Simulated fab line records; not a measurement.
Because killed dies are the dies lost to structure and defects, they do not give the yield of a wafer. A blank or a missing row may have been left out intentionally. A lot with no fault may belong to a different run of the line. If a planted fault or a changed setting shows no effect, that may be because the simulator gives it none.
fab line records	flow nand_harc	part 2 of 2: steps 5 to 6 of 6
record lots=22	wafers=66	last_day=33
route steps=1302 shown A_STAIRCASE@786
lots untouched by any fault: they come from a run of this same line in which no faults occurred
start_h: start of the lot's first displayed wafer, in hours after the record's first day	wait_h: time in hours since the lot's previous step	" the same as in the row above	L1.1+2: several wafers, shown together as one row	- no value, or no start was given	* or withheld: withheld	< > ~ a bound
route shown NAME@n: names a module that has steps shown in the file, with the first one's number in the route	usual: the fault-free wafers' mean and standard deviation	same: alike in all rows	chamber/n: place in a boat	sites: each site's reading	_std_site: standard deviation across them	_edge_site: mean of outer sites minus mean of inner sites	radius_mm: for every site, how far away it sits from the centre of the wafer	mask NAME#n: copy n	behind: the most recent tool/chamber to have shaped the wafer	hold: the reason the lot was held/the length of the hold in hours/how it ended	device: whichever transistor did not switch (one of n, p or np)	end of line: the same wafers' tests at the end of the route	a step with no rows: only its recipe	killed: count of dies lost to structure and defects at first sort (not the wafer's yield)	map: dies across one wafer; x = killed, . = not, _ = none there
set.NAME: setting as actually run; set.NAME@STEP: the setting as run at that earlier step	model.NAME: the simulator's own value behind a step, which no gauge read
one table for each step of the route and one row for each wafer, over a sample of lots
services: a tool's chamber out of use, with start hour (start_h, from the record's first day; less than 0 if before it), hours out, and reason
## steps
# step NHARC_A_STAIRCASE_STRIP_476
# recipe time_s=20	o2_flow_sccm=500	ar_flow_sccm=0	bias_w=0	chemistry=O2
# usual drypump_motor_current_A=5.7/0.65	oes_product_au=1.001/0.013	rf_vpp_V=57.7/0.91	showerhead_plenum_p_Torr=3.50/0.1	throttle_valve_pct=17.037/0.0078
lot.wafer	tool	chamber	start_h	wait_h	drypump_motor_current_A	oes_product_au	rf_hours_counter_h	rf_vpp_V	showerhead_plenum_p_Torr	throttle_valve_pct
L074.3	rie_diel-11	0	393.57	0.1	5.1	0.997	39	57.6	3.49	17.034
L074.4	"	2	"	"	6.5	1.004	40	58.0	3.53	17.045
L074.2	"	3	"	"	4.8	0.990	40	56.9	3.31	17.038
L076.3	rie_diel-13	2	397.49	0.1	6.3	0.992	18	56.8	3.58	17.031
L076.1	"	3	"	"	5.3	1.015	16	58.0	3.64	17.027
L076.5	"	2	"	"	6.4	0.992	-	58.2	3.58	17.044
L075.1	rie_diel-13	0	402.60	0.1	5.6	0.995	16	56.4	3.51	17.033
L075.4	"	1	"	"	5.0	0.993	19	57.1	3.57	17.032
L075.2	"	2	"	"	6.4	0.997	19	58.0	3.58	17.044
L077.1	rie_diel-11	0	422.03	0.1	5.1	0.998	47	56.7	3.49	17.042
L077.3	"	1	"	"	6.3	1.000	49	56.2	3.43	17.032
L077.4	"	2	"	"	6.5	1.007	53	57.2	3.53	17.040
L079.3	rie_diel-11	2	433.34	0.1	6.5	1.006	55	57.2	3.52	17.039
L079.4	"	3	"	"	4.8	0.984	54	57.1	3.31	17.032
L079.6	"	1	"	"	6.2	0.999	-	57.3	3.43	17.031
L078.1	rie_diel-13	2	441.63	0.2	6.3	1.001	32	56.4	3.57	17.033
L078.3	"	0	"	"	5.6	0.985	29	58.6	3.50	17.044
L078.6	"	1	"	"	5.0	0.993	-	57.6	3.57	17.052
L080.4	rie_diel-09	2	452.33	0.1	6.5	1.002	35	57.8	3.42	17.017
L080.2	"	3	"	"	5.0	0.996	39	58.0	3.41	17.028
L080.5	"	3	"	"	5.0	1.003	-	59.3	3.41	17.038
L081.3	rie_diel-09	1	470.33	0.1	6.5	0.998	48	58.1	3.72	17.031
L081.4	"	2	"	"	6.5	0.994	40	57.6	3.41	17.043
L081.1	"	0	"	"	5.2	1.011	48	57.3	3.45	17.029
L082.2	rie_diel-13	3	473.77	0.2	5.3	1.014	37	58.2	3.63	17.035
L082.1	"	0	"	"	5.6	0.985	39	56.8	3.49	17.030
L082.5	"	2	"	"	6.4	1.005	-	58.6	3.57	17.043
L084.4	rie_diel-11	2	484.68	0.1	6.5	1.021	12	58.6	3.52	17.033
L084.1	"	3	"	"	4.8	0.992	13	59.1	3.30	17.031
L084.3	"	0	"	"	5.2	0.998	12	59.1	3.48	17.029
L085.4	rie_diel-09	2	493.33	0.2	6.5	1.008	-	58.5	3.41	17.047
L085.6	"	0	"	"	5.2	1.014	-	56.9	3.44	17.043
L085.5	"	1	"	"	6.5	1.002	-	58.4	3.72	17.037
L086.1	rie_diel-13	1	500.58	0.8	5.0	0.987	48	57.8	3.56	17.034
L086.4	"	2	"	"	6.3	1.008	45	57.0	3.56	17.033
L086.2	"	3	"	"	5.3	1.012	46	57.8	3.63	17.039
L088.3	rie_diel-09	2	524.08	0.1	6.5	1.009	7	59.5	3.41	17.022
L088.5	"	0	"	"	5.2	1.028	-	56.1	3.44	17.045
L088.6	"	1	"	"	6.4	1.023	-	59.6	3.71	17.034
L089.3	rie_diel-11	0	526.06	0.2	5.1	0.988	30	57.7	3.47	17.027
L089.5	"	0	"	"	5.2	0.991	-	57.0	3.47	17.037
L089.6	"	1	"	"	6.4	0.990	-	57.3	3.41	17.035
L087.3	rie_diel-13	2	533.39	0.1	6.3	0.997	1	58.7	3.56	17.059
L087.1	"	0	"	"	5.6	1.000	1	57.9	3.49	17.033
L087.6	"	1	"	"	5.0	0.994	-	59.1	3.55	17.038
L091.3	rie_diel-09	2	557.80	0.1	6.5	1.021	24	57.6	3.40	17.047
L091.1	"	0	"	"	5.2	1.021	22	57.9	3.43	17.043
L091.5	"	3	"	"	5.0	1.005	-	58.2	3.39	17.039
L092.2	rie_diel-09	0	561.58	0.1	5.2	1.010	23	57.8	3.43	17.065
L092.4	"	1	"	"	6.5	1.026	25	58.8	3.70	17.027
L092.6	"	0	"	"	5.2	1.015	-	57.1	3.43	17.038
L093.3	rie_diel-11	3	584.37	0.1	4.8	0.989	44	56.6	3.28	17.036
L093.5	"	2	"	"	6.5	1.002	-	59.3	3.50	17.052
L093.6	"	3	"	"	4.8	0.992	-	57.2	3.28	17.037
L097.2	rie_diel-13	0	606.43	0.2	5.6	0.993	25	57.1	3.47	17.045
L097.3	"	2	"	"	6.4	1.011	23	57.4	3.55	17.050
L097.4	"	2	"	"	6.3	1.011	-	57.6	3.55	17.043
L096.1	rie_diel-09	0	612.51	0.1	5.2	0.994	41	59.5	3.42	17.045
L096.2	"	1	"	"	6.5	1.027	41	58.3	3.69	17.032
L096.5	"	2	"	"	6.5	1.013	-	58.2	3.39	17.030
L095.1	rie_diel-13	1	612.60	0.1	5.0	0.985	26	55.7	3.54	17.037
L095.3	"	2	"	"	6.3	0.996	26	58.1	3.55	17.032
L095.5	"	3	"	"	5.3	0.996	-	58.4	3.61	17.040
L094.1	rie_diel-09	0	617.71	0.1	5.2	0.999	42	57.7	3.42	17.026
L094.4	"	1	"	"	6.5	1.032	43	58.1	3.69	17.031
L094.3	"	2	"	"	6.5	0.997	41	57.3	3.39	17.026
# step NHARC_A_STAIRCASE_STRIP_475
# recipe time_s=20	o2_flow_sccm=500	ar_flow_sccm=0	bias_w=0	chemistry=O2
# usual drypump_motor_current_A=5.7/0.65	oes_product_au=1.001/0.014	rf_vpp_V=57.8/0.9	showerhead_plenum_p_Torr=3.49/0.11	throttle_valve_pct=17.036/0.0094
lot.wafer	tool	chamber	start_h	wait_h	drypump_motor_current_A	oes_product_au	rf_hours_counter_h	rf_vpp_V	showerhead_plenum_p_Torr	throttle_valve_pct
L076.1	rie_diel-11	0	-	-	5.1	0.996	0	57.2	3.49	17.037
L076.3	"	2	"	"	6.5	1.003	0	56.7	3.52	17.035
L076.5	"	0	"	"	5.1	0.992	-	56.9	3.49	17.043
L074.3	rie_diel-11	0	-	-	5.1	1.005	0	56.8	3.49	17.024
L074.4	"	1	"	"	6.3	1.009	0	56.9	3.43	17.033
L074.2	"	3	"	"	4.8	0.991	0	56.7	3.31	17.022
L075.1	rie_diel-13	2	448.06	0.2	6.3	0.996	34	57.0	3.57	17.035
L075.2	"	0	"	"	5.6	0.993	31	58.3	3.50	17.042
L075.4	"	0	"	"	5.6	0.994	-	58.0	3.50	17.027
L079.4	rie_diel-09	2	-	-	6.5	0.990	45	57.5	3.41	17.018
L079.3	"	1	"	"	6.4	1.003	51	56.9	3.72	17.039
L079.6	"	3	"	"	5.0	1.004	-	57.1	3.40	17.037
L077.1	rie_diel-13	3	-	-	5.3	1.018	38	60.2	3.63	17.026
L077.4	"	0	"	"	5.6	1.001	40	56.2	3.49	17.041
L077.3	"	1	"	"	5.0	0.987	42	58.6	3.56	17.034
L078.3	rie_diel-13	2	-	-	6.3	1.009	43	58.4	3.56	17.049
L078.1	"	3	"	"	5.4	1.016	43	59.1	3.63	17.033
L078.6	"	2	"	"	6.3	1.018	-	58.1	3.56	17.031
L080.4	rie_diel-13	2	-	-	6.3	1.012	44	58.4	3.56	17.020
L080.2	"	1	"	"	5.0	0.991	47	57.6	3.56	17.045
L080.5	"	3	"	"	5.4	1.019	-	57.4	3.63	17.037
L081.1	rie_diel-09	1	520.06	-	6.5	1.017	4	57.8	3.71	17.026
L081.3	"	2	"	"	6.5	1.017	5	59.0	3.41	17.041
L081.4	"	3	"	"	5.0	1.001	6	59.1	3.40	17.035
L082.2	rie_diel-11	1	-	-	6.3	0.988	26	57.3	3.41	17.034
L082.1	"	2	"	"	6.5	1.011	30	58.3	3.51	17.059
L082.5	"	1	"	"	6.3	1.001	-	57.2	3.41	17.038
L084.1	rie_diel-11	3	-	-	4.8	0.986	25	58.0	3.29	17.041
L084.3	"	0	"	"	5.2	0.997	33	57.7	3.47	17.033
L084.4	"	1	"	"	6.3	0.987	29	59.3	3.41	17.035
L085.4	rie_diel-11	0	-	-	5.1	0.977	36	58.3	3.47	17.034
L085.5	"	2	"	"	6.5	1.004	-	57.4	3.51	17.028
L085.6	"	3	"	"	4.8	0.972	-	57.0	3.29	17.029
L086.1	rie_diel-13	1	-	-	5.0	0.975	5	58.1	3.55	17.032
L086.2	"	2	"	"	6.3	1.002	6	55.6	3.56	17.047
L086.4	"	0	"	"	5.6	0.992	5	56.4	3.48	17.042
L089.3	rie_diel-09	2	-	-	6.5	1.010	27	56.5	3.39	17.054
L089.5	"	0	"	"	5.2	1.014	-	59.3	3.43	17.025
L089.6	"	1	"	"	6.5	1.014	-	59.0	3.70	17.048
L088.3	rie_diel-09	3	-	-	5.0	1.026	27	58.2	3.39	17.053
L088.6	"	1	"	"	6.5	1.025	-	56.1	3.70	17.037
L088.5	"	2	"	"	6.5	1.026	-	57.3	3.39	17.034
L087.1	rie_diel-11	2	-	-	6.5	1.014	46	57.3	3.50	17.024
L087.3	"	3	"	"	4.8	0.992	42	58.7	3.28	17.042
L087.6	"	0	"	"	5.1	0.996	-	57.4	3.46	17.032
L091.1	rie_diel-13	0	-	-	5.6	0.994	26	57.6	3.47	17.033
L091.3	"	1	"	"	5.0	0.993	25	58.2	3.54	17.041
L091.5	"	0	"	"	5.6	1.000	-	57.9	3.47	17.038
L092.2	rie_diel-13	1	-	-	5.0	0.984	25	58.7	3.54	17.025
L092.4	"	0	"	"	5.6	0.985	26	57.9	3.47	17.027
L092.6	"	2	"	"	6.3	0.997	-	58.6	3.55	17.022
L093.3	rie_diel-09	2	-	-	6.5	0.997	44	57.5	3.39	17.043
L093.6	"	1	"	"	6.5	1.033	-	57.5	3.69	17.055
L093.5	"	2	"	"	6.5	0.992	-	57.5	3.39	17.027
L097.4	rie_diel-13	2	-	-	6.3	1.000	40	58.0	3.54	17.029
L097.2	"	0	"	"	5.6	0.990	43	58.9	3.46	17.041
L097.3	"	1	"	"	5.0	0.975	42	56.9	3.53	17.045
L094.4	rie_diel-09	0	-	-	5.1	1.018	56	57.8	3.42	17.028
L094.1	"	2	"	"	6.5	1.010	52	56.8	3.38	17.036
L094.3	"	3	"	"	5.0	1.001	55	57.1	3.37	17.045
L095.3	rie_diel-11	2	-	-	6.5	0.985	14	58.3	3.49	17.040
L095.1	"	3	"	"	4.8	1.011	17	57.0	3.80	17.053
L095.5	"	1	"	"	6.3	1.001	-	57.3	3.39	17.049
L096.2	rie_diel-09	3	-	-	5.0	0.992	55	58.3	3.37	17.030
L096.1	"	2	"	"	6.5	1.005	52	57.1	3.38	17.024
L096.5	"	0	"	"	5.2	1.005	-	58.4	3.42	17.037
## services
tool	chamber	start_h	hours	kind
acl_dep-02	-	349.00	6.5	repair
rie_diel-13	0	352.03	-	clean
rie_diel-13	0	352.03	-	consumable_replace:esc
rie_diel-13	0	352.03	-	consumable_replace:focus_ring
rie_diel-13	1	352.03	-	clean
rie_diel-13	2	352.03	-	clean
rie_diel-13	3	352.03	-	clean
acl_dep-02	-	373.34	0.0	repair
acl_dep-01	-	374.67	13.0	pm
rie_diel-09	2	392.13	13.0	repair
acl_dep-02	-	424.57	13.0	pm
rie_diel-11	-	433.52	9.0	pm
rie_diel-13	2	458.66	13.8	repair
acl_dep-03	-	480.63	13.0	pm
rie_diel-09	3	489.26	9.1	repair
rie_diel-09	-	497.16	9.0	pm
rie_diel-11	1	505.11	6.3	repair
rie_diel-11	3	508.59	2.6	repair
acl_dep-03	-	518.95	0.1	repair
acl_dep-01	-	556.44	13.0	pm
rie_diel-09	2	577.28	8.8	repair
acl_dep-02	-	607.16	13.0	pm
rie_diel-11	-	610.62	9.0	pm
rie_diel-11	2	633.62	4.0	repair
